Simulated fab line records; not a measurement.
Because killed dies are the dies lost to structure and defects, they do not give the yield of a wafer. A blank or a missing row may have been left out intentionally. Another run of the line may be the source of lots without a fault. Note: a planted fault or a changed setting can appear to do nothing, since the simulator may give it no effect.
Chamber matching    flow nand harc    cmp-01 running NHARC_A_M0_CMP_23: 4 sister chambers
The step polishes, t overpolish 20 s, target thk 113.75 nm. 4 wafers are shown with their chamber, then 7 later ones without.

## EACH WAFER AND ITS CHAMBER
wafer   chamber  motor current A (A)
L212.6  2        12.5
L222.4  3        10.6
L224.1  1        10.7
L224.2  0        12.6

## WAFERS WITH NO CHAMBER GIVEN
wafer   motor current A (A)
L224.3  12.9
L228.2  12.0
L228.3  12.5
L228.5  12.9
L233.1  13.0
L233.4  12.9
L233.6  11.3

## WHICH CHAMBER EACH WENT THROUGH
wafer   from the rows above                in truth
L224.3  can't be placed: 0 or 2            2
L228.2  can't be placed: 2 or 0            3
L228.3  can't be placed: 2 or 0            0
L228.5  can't be placed: 0 or 2            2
L233.1  can't be placed: 0 or 2            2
L233.4  can't be placed: 0 or 2            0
L233.6  can't be placed: 1 or 3 or 2 or 0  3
0 of 7 placed correctly. Not placeable from these rows: 7 (in 6, the candidates include the true chamber). Placed wrongly: 0.
How it was worked out, from the rows above alone: a wafer's distance from a chamber is the root of the sum, over the readings, of the square of ((its reading less the chamber's mean) divided by the reading's scatter). The wafer belongs to the nearest chamber; if the next one is less than 2 further off, it can't be placed. The mean given for a chamber averages the wafers shown for that chamber. The scatter (one wafer shown for each chamber): square how far every hidden wafer sits from the nearest shown wafer, average those squares and take the square root.
